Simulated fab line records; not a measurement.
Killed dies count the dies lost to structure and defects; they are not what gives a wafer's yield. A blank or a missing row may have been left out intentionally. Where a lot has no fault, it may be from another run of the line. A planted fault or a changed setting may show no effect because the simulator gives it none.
Matching of chambers + flow nand-harc + NHARC_A_CHANNEL_FILL_D2_ETCHBACK_20 on rie-diel-13: 4 sister chambers
The step etches the open film in C4F8/O2/Ar, target depth 27 nm, time 13.5 s. 8 wafers are shown with their chamber, then 10 later ones without.

EACH WAFER AND ITS CHAMBER
| wafer  | chamber | rf-vpp-V (V) | oes-product-au (a.u.) |
|--------|---------|--------------|-----------------------|
| L082.2 | 3       | 970          | 0.994                 |
| L084.5 | 0       | 980          | 1.003                 |
| L085.6 | 1       | 974          | 1.017                 |
| L086.3 | 3       | 970          | 0.993                 |
| L086.4 | 0       | 978          | 1.016                 |
| L086.5 | 2       | 979          | 1.013                 |
| L089.2 | 1       | 972          | 0.996                 |
| L089.5 | 2       | 979          | 0.995                 |

WAFERS WITH NO CHAMBER GIVEN
| wafer  | rf-vpp-V (V) | oes-product-au (a.u.) |
|--------|--------------|-----------------------|
| L089.6 | 969          | 1.012                 |
| L090.1 | 979          | 1.005                 |
| L090.2 | 973          | 1.012                 |
| L090.4 | 979          | 1.027                 |
| L092.1 | 973          | 0.997                 |
| L092.4 | 977          | 0.993                 |
| L092.5 | 973          | 1.009                 |
| L094.3 | 971          | 1.012                 |
| L094.4 | 978          | 1.017                 |
| L094.6 | 972          | 1.010                 |

EACH ONE'S CHAMBER
| wafer  | from the rows above          | in truth |
|--------|------------------------------|----------|
| L089.6 | 3                            | 3        |
| L090.1 | can't be placed: 2 or 0      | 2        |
| L090.2 | 1                            | 1        |
| L090.4 | can't be placed: 0 or 2      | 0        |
| L092.1 | 1                            | 1        |
| L092.4 | can't be placed: 2 or 0 or 1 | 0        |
| L092.5 | 1                            | 1        |
| L094.3 | can't be placed: 3 or 1      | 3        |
| L094.4 | can't be placed: 0 or 2      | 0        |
| L094.6 | can't be placed: 1 or 3      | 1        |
4 of 10 placed correctly. Unplaceable from these rows: 6, with the true chamber sitting among the candidates in 6. 0 placed wrongly.
How it was worked out, from the rows above alone: a wafer's distance from a chamber is the root of the sum, over the readings, of the square of ((its reading less the chamber's mean) divided by the reading's scatter). If the next closest chamber is less than 2 further off than the closest, the wafer can't be placed; otherwise it belongs to the closest. Each chamber's mean is taken over the wafers shown for it. How the scatter is found: for the shown wafers, subtract from each reading the mean of its chamber, square and add these, divide the total by (wafers less chambers), then take the root.
